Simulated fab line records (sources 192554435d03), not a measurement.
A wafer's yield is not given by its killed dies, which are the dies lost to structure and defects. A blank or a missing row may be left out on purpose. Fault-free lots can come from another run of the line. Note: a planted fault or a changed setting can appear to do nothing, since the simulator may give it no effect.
Matching of chambers    flow n5 finfet    4 sister chambers for N5_BEOL_M0_SAQP_DESCUM_45 on rie diel-04
The step chemistry O2, time 7 s. 4 wafers are shown with their chamber, then 7 later ones without.

WAFERS PAIRED WITH THEIR CHAMBERS
wafer   chamber  showerhead plenum p Torr (Torr)
L083.4  0        2.10
L083.6  1        2.15
L087.2  3        2.15
L087.3  2        1.99

WAFERS WITHOUT THEIR CHAMBER
wafer   showerhead plenum p Torr (Torr)
L087.6  2.09
L089.1  2.09
L089.4  1.99
L089.6  2.09
L092.3  2.15
L092.5  2.15
L092.6  2.15

WHICH CHAMBER EACH WENT THROUGH
wafer   from the rows above      in truth
L087.6  0                        0
L089.1  0                        0
L089.4  2                        2
L089.6  0                        0
L092.3  can't be placed: 1 or 3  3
L092.5  can't be placed: 1 or 3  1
L092.6  can't be placed: 1 or 3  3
Correct placement for 4 of the 7. Cannot be placed on the basis of these rows: 3; the candidates contain the true chamber in 3. Wrongly placed: 0.
How it was worked out, from the rows above alone: a wafer's distance from a chamber is the root of the sum, over the readings, of the square of ((its reading less the chamber's mean) divided by the reading's scatter). The wafer belongs to the nearest chamber; if the next one is less than 2 further off, it can't be placed. Each chamber's mean is taken over the wafers shown for it. The scatter: root of mean squared gap, hidden wafer to nearest shown wafer, with one shown wafer a chamber.
